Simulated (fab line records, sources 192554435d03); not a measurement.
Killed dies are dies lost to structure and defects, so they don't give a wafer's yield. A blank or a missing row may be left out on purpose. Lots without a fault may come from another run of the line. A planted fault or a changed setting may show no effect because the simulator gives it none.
Which tool did it? | flow n5_finfet | 24 lots, 72 wafers sampled, at 4 steps of a route of 1938

WHAT THE GAUGES READ, wafer by wafer
N5_BEOL_M15_RS_MEAS_54: measures by four-point-probe. Usual: M15_RS 0.0214 ohm/sq, standard deviation 0.00046.
lot  | measured     | on            | M15_RS (ohm/sq)      | flag
L075 | day 10 11:20 | film_metro-01 | 0.0220 0.0218 0.0219 |
L076 | day 10 12:04 | film_metro-01 | 0.0210 0.0210 0.0214 |
L074 | day 10 19:44 | film_metro-02 | 0.0214 0.0220 0.0214 |
L077 | day 11 08:05 | film_metro-01 | 0.0209 0.0213 0.0214 |
L078 | day 11 16:52 | film_metro-02 | 0.0217 0.0209 0.0215 |
L079 | day 11 23:43 | film_metro-01 | 0.0214 0.0211 0.0215 |
L082 | day 14 20:35 | film_metro-02 | 0.0213 0.0214 0.0213 |
L085 | day 15 05:17 | film_metro-02 | 0.0206 0.0215 0.0217 |
L083 | day 15 12:28 | film_metro-02 | 0.0216 0.0206 0.0221 |
L080 | day 15 12:52 | film_metro-01 | 0.0215 0.0217 0.0216 |
L086 | day 15 15:13 | film_metro-02 | 0.0211 0.0209 0.0218 |
L084 | day 15 15:52 | film_metro-02 | 0.0217 0.0218 0.0213 |
L088 | day 15 21:00 | film_metro-01 | 0.0216 0.0216 0.0215 |
L087 | day 16 02:47 | film_metro-01 | 0.0215 0.0215 0.0222 |
L089 | day 16 13:48 | film_metro-02 | 0.0205 0.0206 0.0205 |
L090 | day 16 17:40 | film_metro-02 | 0.0216 0.0214 0.0214 |
L091 | day 16 17:54 | film_metro-02 | 0.0216 0.0207 0.0207 |
L092 | day 16 20:39 | film_metro-02 | 0.0207 0.0213 0.0205 |
L093 | day 16 20:58 | film_metro-02 | 0.0212 0.0213 0.0217 |
L095 | day 17 04:14 | film_metro-01 | 0.0211 0.0217 0.0211 |
L094 | day 17 04:36 | film_metro-01 | 0.0216 0.0208 0.0222 |
L096 | day 17 20:29 | film_metro-01 | 0.0222 0.0217 0.0217 |
L081 | day 17 22:56 | film_metro-02 | 0.0218 0.0215 0.0218 |
L097 | day 18 10:25 | film_metro-02 | 0.0216 0.0211 0.0219 |

N5_BEOL_M15_INSPECT_55: inspects for defects (darkfield). Usual: raw_defect_count 71, standard deviation 28.
lot  | measured     | on                | raw_defect_count | flag
L075 | day 10 11:22 | defect_inspect-01 | 75 58 56         |
L076 | day 10 12:05 | defect_inspect-02 | 78 34 36         |
L074 | day 10 19:45 | defect_inspect-02 | 96 69 113        |
L077 | day 11 08:07 | defect_inspect-02 | 114 92 71        |
L078 | day 11 16:53 | defect_inspect-01 | 68 51 98         |
L079 | day 11 23:44 | defect_inspect-01 | 72 89 126        |
L082 | day 14 20:37 | defect_inspect-02 | 104 66 118       |
L085 | day 15 05:19 | defect_inspect-02 | 57 24 54         |
L083 | day 15 12:29 | defect_inspect-02 | 43 69 24         |
L080 | day 15 12:53 | defect_inspect-01 | 60 37 33         |
L086 | day 15 15:14 | defect_inspect-01 | 64 48 57         |
L084 | day 15 15:53 | defect_inspect-01 | 52 73 91         |
L088 | day 15 21:02 | defect_inspect-02 | 88 39 51         |
L087 | day 16 02:49 | defect_inspect-01 | 98 89 128        |
L089 | day 16 13:49 | defect_inspect-02 | 99 55 119        |
L090 | day 16 17:42 | defect_inspect-02 | 79 59 86         |
L091 | day 16 17:56 | defect_inspect-02 | 88 70 114        |
L092 | day 16 20:41 | defect_inspect-01 | 78 98 64         |
L093 | day 16 21:00 | defect_inspect-01 | 42 52 36         |
L095 | day 17 04:16 | defect_inspect-01 | 51 101 56        |
L094 | day 17 04:37 | defect_inspect-01 | 63 53 48         |
L096 | day 17 20:31 | defect_inspect-01 | 128 87 63        |
L081 | day 17 22:57 | defect_inspect-01 | 68 48 67         |
L097 | day 18 10:27 | defect_inspect-01 | 61 79 106        |

WHICH TOOL RAN EACH LOT (tool, then ch and the chambers of the sampled wafers, then the start)
lot  | N5_BEOL_M15_DEGAS_41         | N5_BEOL_M15_SPUTTER_45
L075 | pvd_sputter-01, day 10 09:59 | pvd_sputter-01, day 10 10:13
L076 | pvd_sputter-01, day 10 10:18 | pvd_sputter-01, day 10 10:32
L074 | pvd_sputter-01, day 10 18:25 | pvd_sputter-01, day 10 18:39
L077 | pvd_sputter-03, day 11 06:44 | pvd_sputter-03, day 11 07:00
L078 | pvd_sputter-02, day 11 15:22 | pvd_sputter-02, day 11 15:36
L079 | pvd_sputter-02, day 11 22:23 | pvd_sputter-02, day 11 22:38
L082 | pvd_sputter-02, day 14 18:49 | pvd_sputter-02, day 14 19:04
L085 | pvd_sputter-02, day 15 03:58 | pvd_sputter-02, day 15 04:12
L083 | pvd_sputter-02, day 15 11:07 | pvd_sputter-02, day 15 11:22
L080 | pvd_sputter-01, day 15 11:28 | pvd_sputter-01, day 15 11:44
L086 | pvd_sputter-03, day 15 13:25 | pvd_sputter-03, day 15 13:40
L084 | pvd_sputter-02, day 15 14:14 | pvd_sputter-02, day 15 14:29
L088 | pvd_sputter-03, day 15 19:34 | pvd_sputter-03, day 15 19:48
L087 | pvd_sputter-03, day 16 01:27 | pvd_sputter-03, day 16 01:41
L089 | pvd_sputter-03, day 16 12:20 | pvd_sputter-03, day 16 12:34
L090 | pvd_sputter-02, day 16 16:21 | pvd_sputter-02, day 16 16:35
L091 | pvd_sputter-01, day 16 16:29 | pvd_sputter-01, day 16 16:45
L092 | pvd_sputter-03, day 16 19:20 | pvd_sputter-03, day 16 19:34
L093 | pvd_sputter-03, day 16 19:39 | pvd_sputter-03, day 16 19:53
L095 | pvd_sputter-01, day 17 02:55 | pvd_sputter-01, day 17 03:09
L094 | pvd_sputter-01, day 17 03:14 | pvd_sputter-01, day 17 03:28
L096 | pvd_sputter-01, day 17 19:08 | pvd_sputter-01, day 17 19:23
L081 | pvd_sputter-03, day 17 21:35 | pvd_sputter-03, day 17 21:50
L097 | pvd_sputter-03, day 18 08:59 | pvd_sputter-03, day 18 09:14
- N5_BEOL_M15_DEGAS_41: time 60 s.
- N5_BEOL_M15_SPUTTER_45: material Cu, target thk 100 nm, time 16.67 s.

WHAT THE TOOLS THEMSELVES READ (means of the sampled wafers that have a number; where no wafer has one, the mark that the record gives instead)
N5_BEOL_M15_DEGAS_41. Usual: heater_power_w 489 W, standard deviation 73.
lot  | tool           | heater_power_w (W) | flag
L075 | pvd_sputter-01 | 458                |
L076 | pvd_sputter-01 | 484                |
L074 | pvd_sputter-01 | 464                |
L077 | pvd_sputter-03 | 460                |
L078 | pvd_sputter-02 | 504                |
L079 | pvd_sputter-02 | 485                |
L082 | pvd_sputter-02 | 585                |
L085 | pvd_sputter-02 | 437                |
L083 | pvd_sputter-02 | 447                |
L080 | pvd_sputter-01 | 468                |
L086 | pvd_sputter-03 | 473                |
L084 | pvd_sputter-02 | 448                |
L088 | pvd_sputter-03 | 546                |
L087 | pvd_sputter-03 | 529                |
L089 | pvd_sputter-03 | 429                |
L090 | pvd_sputter-02 | 534                |
L091 | pvd_sputter-01 | 481                |
L092 | pvd_sputter-03 | 468                |
L093 | pvd_sputter-03 | 472                |
L095 | pvd_sputter-01 | 486                |
L094 | pvd_sputter-01 | 504                |
L096 | pvd_sputter-01 | 471                |
L081 | pvd_sputter-03 | 462                |
L097 | pvd_sputter-03 | 525                |

N5_BEOL_M15_SPUTTER_45. Usual: cathode_dc_power_W 26000 W, standard deviation 4.8; throttle_valve_pct 30.0 %, standard deviation 0.69.
lot  | tool           | cathode_dc_power_W (W) | throttle_valve_pct (%) | flag
L075 | pvd_sputter-01 | 25997                  | 30.8                   |
L076 | pvd_sputter-01 | 26000                  | 30.8                   |
L074 | pvd_sputter-01 | 26000                  | 30.6                   |
L077 | pvd_sputter-03 | 25999                  | 29.6                   |
L078 | pvd_sputter-02 | 25998                  | 30.3                   |
L079 | pvd_sputter-02 | 26004                  | 30.2                   |
L082 | pvd_sputter-02 | 26004                  | 29.8                   |
L085 | pvd_sputter-02 | 26000                  | 30.3                   |
L083 | pvd_sputter-02 | 25998                  | 30.5                   |
L080 | pvd_sputter-01 | 26000                  | 30.5                   |
L086 | pvd_sputter-03 | 26001                  | 29.9                   |
L084 | pvd_sputter-02 | 26003                  | 30.4                   |
L088 | pvd_sputter-03 | 26003                  | 29.7                   |
L087 | pvd_sputter-03 | 26002                  | 29.6                   |
L089 | pvd_sputter-03 | 26005                  | 29.6                   |
L090 | pvd_sputter-02 | 26003                  | 29.9                   |
L091 | pvd_sputter-01 | 26005                  | 30.7                   |
L092 | pvd_sputter-03 | 26001                  | 29.7                   |
L093 | pvd_sputter-03 | 26006                  | 29.8                   |
L095 | pvd_sputter-01 | 25998                  | 29.9                   |
L094 | pvd_sputter-01 | 26001                  | 29.5                   |
L096 | pvd_sputter-01 | 25998                  | 31.3                   |
L081 | pvd_sputter-03 | 25996                  | 29.8                   |
L097 | pvd_sputter-03 | 26000                  | 29.8                   |

THE ANSWER, worked out from the rows above alone
Rule: a lot is off if the mean of its wafers that have a number lies more than 3 standard deviations from the usual mean. A lot without any number at a reading at which 4 lots or more have one is off too. The other lots that the step has rows for count as sound. The gauges are gone through in route order, then the tools' own readings, and for those a lot's mean is taken as printed above. The first step at which some lot is off is used, and at that step the reading that is off furthest; a lot without a number counts as furthest.
No lot is off at any reading shown: from this, nothing can be told.

WHAT THE SIMULATOR HAD PUT IN
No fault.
